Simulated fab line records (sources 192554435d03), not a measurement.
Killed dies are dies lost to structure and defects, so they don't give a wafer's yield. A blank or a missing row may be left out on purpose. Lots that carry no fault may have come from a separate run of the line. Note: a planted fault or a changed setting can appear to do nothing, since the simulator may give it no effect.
Which of the tools did it? -- flow n5_finfet -- 9 lots, 27 wafers sampled, at 5 steps of a route of 1938

## WHAT EACH GAUGE READ, for each wafer
N5_BEOL_M4_RC_MEAS_101. Usual: DIBL_N 36.3 mV/V, standard deviation 1; DIBL_P 36.2 mV/V, standard deviation 1.4; IOFF_N 0.157 nA/um, standard deviation 0.021; IOFF_P 0.206 nA/um, standard deviation 0.025; ION_N 673 uA/um, standard deviation 9; ION_P 461 uA/um, standard deviation 6.4; SS_N 71.5 mV/dec, standard deviation 0.5; SS_P 73.2 mV/dec, standard deviation 0.47; VT_N 249.9 mV, standard deviation 2.4; VT_P -250.6 mV, standard deviation 2.9.
lot,measured,on,DIBL_N (mV/V),DIBL_P (mV/V),IOFF_N (nA/um),IOFF_P (nA/um),ION_N (uA/um),ION_P (uA/um),SS_N (mV/dec),SS_P (mV/dec),VT_N (mV),VT_P (mV),flag
L113,day 8 05:33,prober-01,35.3 37.3 34.9,34.4 37.2 34.2,0.136 0.170 0.129,0.177 0.217 0.175,671 682 668,462 467 461,70.8 71.2 70.1,73.1 74.0 73.2,250.8 248.2 250.4,-251.1 -250.9 -252.8,
L114,day 8 10:10,prober-02,36.3 35.5 37.9,36.9 36.1 38.2,0.150 0.134 0.171,0.209 0.194 0.225,659 657 669,457 452 461,71.7 71.6 72.7,72.9 73.6 74.3,252.3 255.2 250.0,-251.1 -251.2 -252.0,
L116,day 9 11:14,prober-01,35.1 36.8 36.6,35.5 37.4 37.1,0.132 0.159 0.158,0.191 0.221 0.216,675 679 679,465 471 464,70.5 71.0 71.9,72.7 73.3 72.9,252.1 246.7 248.5,-252.4 -248.8 -251.5,
L121,day 9 19:16,prober-02,35.4 36.5 36.2,35.4 36.8 35.5,0.140 0.175 0.159,0.180 0.203 0.186,663 685 661,451 465 450,70.8 72.0 71.9,73.5 73.5 73.4,252.7 246.5 250.9,-250.7 -250.9 -254.0,
L123,day 10 18:02,prober-01,36.5 35.9 35.5,35.9 35.9 35.2,0.161 0.152 0.155,0.207 0.208 0.199,675 670 674,461 465 469,71.6 71.8 71.9,72.9 72.8 72.5,248.3 250.5 249.1,-252.3 -248.5 -248.3,
L124,day 10 21:08,prober-02,37.0 37.3 37.2,37.4 37.7 38.3,0.161 0.164 0.170,0.206 0.208 0.222,671 668 687,460 455 462,71.6 72.2 72.1,73.0 73.4 72.6,253.7 250.5 247.8,-251.2 -253.6 -251.6,
L125,day 11 07:20,prober-01,35.0 35.3 36.3,34.8 35.0 36.4,0.146 0.152 0.173,0.197 0.201 0.220,674 661 677,465 454 459,71.1 71.4 71.4,72.9 73.1 72.9,250.0 254.8 247.7,-252.0 -248.4 -250.4,
L129,day 12 04:47,prober-02,35.6 36.8 36.5,35.9 37.1 37.8,0.151 0.173 0.172,0.179 0.206 0.214,665 666 678,455 455 463,70.6 71.6 71.6,73.3 72.8 73.4,248.0 250.0 248.5,-254.9 -251.5 -252.5,
L134,day 13 13:49,prober-02,37.8 35.6 33.4,38.4 35.6 32.3,0.180 0.145 0.106,0.230 0.187 0.148,674 664 663,462 457 455,71.7 72.1 70.7,74.2 72.9 72.3,248.4 251.5 255.4,-251.4 -251.2 -255.0,

## TOOL THAT RAN EACH LOT (tool first, then ch and the chambers of the sampled wafers, then the start)
lot,N5_HKMG_FIN_ALD_21,N5_GATE_CUT_ETCH_58,N5_GATE_CUT_PECVD_57,N5_GATE_CUT_COAT_35
L113,"ald_metal-04 ch 0,2,3, day 4 15:07","rie_diel-03 ch 0,2, day 4 16:41","pecvd-04 ch 1,2, day 4 19:17","litho_track-02 ch 0, day 4 19:47"
L114,"ald_metal-04 ch 1,2,3, day 4 17:28","rie_diel-03 ch 0,1, day 4 19:29","pecvd-01 ch 0,1, day 4 22:05","litho_track-01 ch 0, day 4 22:37"
L116,"ald_metal-04 ch 0,1,3, day 5 11:40","rie_diel-03 ch 0,2,3, day 5 13:16","pecvd-01 ch 1,2, day 5 15:46","litho_track-04 ch 0, day 5 16:15"
L121,"ald_metal-03 ch 0,2,3, day 6 10:08","rie_diel-03 ch 1,2,3, day 6 11:42","pecvd-04 ch 0,1,2, day 6 14:13","litho_track-02 ch 0, day 6 14:51"
L123,"ald_metal-04 ch 0,1, day 7 04:54","rie_diel-01 ch 0,1,2, day 7 06:28","pecvd-04 ch 0,2, day 7 08:59","litho_track-04 ch 0, day 7 09:28"
L124,"ald_metal-02 ch 1,2,3, day 7 07:15","rie_diel-01 ch 0,2,3, day 7 08:49","pecvd-04 ch 0,1, day 7 11:20","litho_track-02 ch 0, day 7 11:49"
L125,"ald_metal-04 ch 0,1, day 7 11:55","rie_diel-03 ch 0,3, day 7 13:32","pecvd-01 ch 1,2, day 7 16:04","litho_track-04 ch 0, day 7 16:32"
L129,"ald_metal-04 ch 1,2,3, day 8 10:37","rie_diel-01 ch 0,1,2, day 8 12:23","pecvd-02 ch 0,1,2, day 8 15:29","litho_track-02 ch 0, day 8 15:56"
L134,"ald_metal-02 ch 1,2, day 9 23:23","rie_diel-01 ch 1,2,3, day 10 00:59","pecvd-01 ch 0,1, day 10 03:44","litho_track-02 ch 0, day 10 04:13"
- N5_HKMG_FIN_ALD_21: deposits TiN, target thk 1.5 nm, pulse time 1 s, purge time 3 s.
- N5_GATE_CUT_ETCH_58: etches SiNx in CH3F/O2, target depth 17 nm, time 128.6 s.
- N5_GATE_CUT_PECVD_57: deposits SiNx from SiH4/NH3/N2, target thk 21 nm.
- N5_GATE_CUT_COAT_35: time 60 s, resist thk 10 nm.

## AS READ BY THE TOOLS THEMSELVES (means over the sampled wafers that have a number; for cases with no such wafer, the mark the record gives instead)
N5_HKMG_FIN_ALD_21. Usual: heater_power_outer_w 551 W, standard deviation 67; heater_power_w 912 W, standard deviation 110; precursor_pulse_height_rel 0.999, standard deviation 0.018.
lot,tool,heater_power_outer_w (W),heater_power_w (W),precursor_pulse_height_rel,flag
L113,ald_metal-04,594,972,0.993,
L114,ald_metal-04,596,1041,0.986,
L116,ald_metal-04,557,962,0.986,
L121,ald_metal-03,479,772,0.997,
L123,ald_metal-04,538,901,0.995,
L124,ald_metal-02,537,904,0.981,
L125,ald_metal-04,558,973,0.995,
L129,ald_metal-04,603,1037,0.991,
L134,ald_metal-02,563,951,1.021,

N5_GATE_CUT_ETCH_58. Usual: drypump_motor_current_A 5.6 A, standard deviation 0.56; oes_product_au 0.77 a.u., standard deviation 0.082; rf_vpp_V 99.2 V, standard deviation 1; showerhead_plenum_p_Torr 2.02 Torr, standard deviation 0.086; throttle_valve_pct 16.27 %, standard deviation 0.19.
lot,tool,drypump_motor_current_A (A),oes_product_au (a.u.),rf_vpp_V (V),showerhead_plenum_p_Torr (Torr),throttle_valve_pct (%),flag
L113,rie_diel-03,5.3,0.75,99.8,2.08,16.20,
L114,rie_diel-03,5.4,0.74,98.8,2.07,16.21,
L116,rie_diel-03,5.2,0.77,99.5,2.00,16.16,
L121,rie_diel-03,5.3,0.76,99.3,2.00,16.16,
L123,rie_diel-01,6.1,0.80,99.9,2.08,16.39,
L124,rie_diel-01,5.8,0.71,99.0,2.06,16.50,
L125,rie_diel-03,5.3,0.75,97.4,1.92,16.17,
L129,rie_diel-01,6.0,0.78,99.6,2.08,16.41,
L134,rie_diel-01,5.7,0.86,98.8,2.08,16.24,

N5_GATE_CUT_PECVD_57. Usual: heater_power_outer_w 483 W, standard deviation 96; heater_power_w 803 W, standard deviation 130; showerhead_plenum_p_Torr 5.11 Torr, standard deviation 0.058; showerhead_vpp_V 1070 V, standard deviation 34; throttle_valve_pct 40.3 %, standard deviation 2.1.
lot,tool,heater_power_outer_w (W),heater_power_w (W),showerhead_plenum_p_Torr (Torr),showerhead_vpp_V (V),throttle_valve_pct (%),flag
L113,pecvd-04,560,884,5.18,1044,38.0,
L114,pecvd-01,540,935,5.13,1052,42.3,
L116,pecvd-01,474,806,5.07,1065,39.5,
L121,pecvd-04,534,852,5.16,1066,38.7,
L123,pecvd-04,468,775,5.14,1082,39.5,
L124,pecvd-04,508,828,5.13,1065,40.2,
L125,pecvd-01,491,832,5.07,1076,39.6,
L129,pecvd-02,430,729,5.05,1079,41.9,
L134,pecvd-01,516,902,5.13,1066,42.4,

N5_GATE_CUT_COAT_35. Usual: spin_speed_rpm 1500.0 rpm, standard deviation 0.96.
lot,tool,spin_speed_rpm (rpm),flag
L113,litho_track-02,1500.1,
L114,litho_track-01,1500.6,
L116,litho_track-04,1499.6,
L121,litho_track-02,1499.4,
L123,litho_track-04,1501.8,
L124,litho_track-02,1499.4,
L125,litho_track-04,1499.4,
L129,litho_track-02,1562.2,OFF
L134,litho_track-02,1562.1,OFF

## THE ANSWER, worked out from the rows above alone
Rule: a lot counts as off when the mean over its wafers that have a number is more than 3 standard deviations away from the usual mean. Also off: a lot with no number at a reading for which 4 or more lots have one. The other lots that the step has rows for count as sound. After the gauges, taken in route order, come the tools' own readings; for these a lot's mean is taken, as printed above. At the first step where some lot is off, the reading lying furthest off is the one used; lots without a number count as furthest.
Off, at N5_GATE_CUT_COAT_35 on spin_speed_rpm: L129, L134.
A tool fits if, at that step or a process step before it, it ran every lot that is off, and no sound lot after the first of them. 2 tools fit, rie_diel-01 at N5_GATE_CUT_ETCH_58 and litho_track-02 at N5_GATE_CUT_COAT_35, so this cannot tell which one it is.

## WHAT THE SIMULATOR HAD PUT IN
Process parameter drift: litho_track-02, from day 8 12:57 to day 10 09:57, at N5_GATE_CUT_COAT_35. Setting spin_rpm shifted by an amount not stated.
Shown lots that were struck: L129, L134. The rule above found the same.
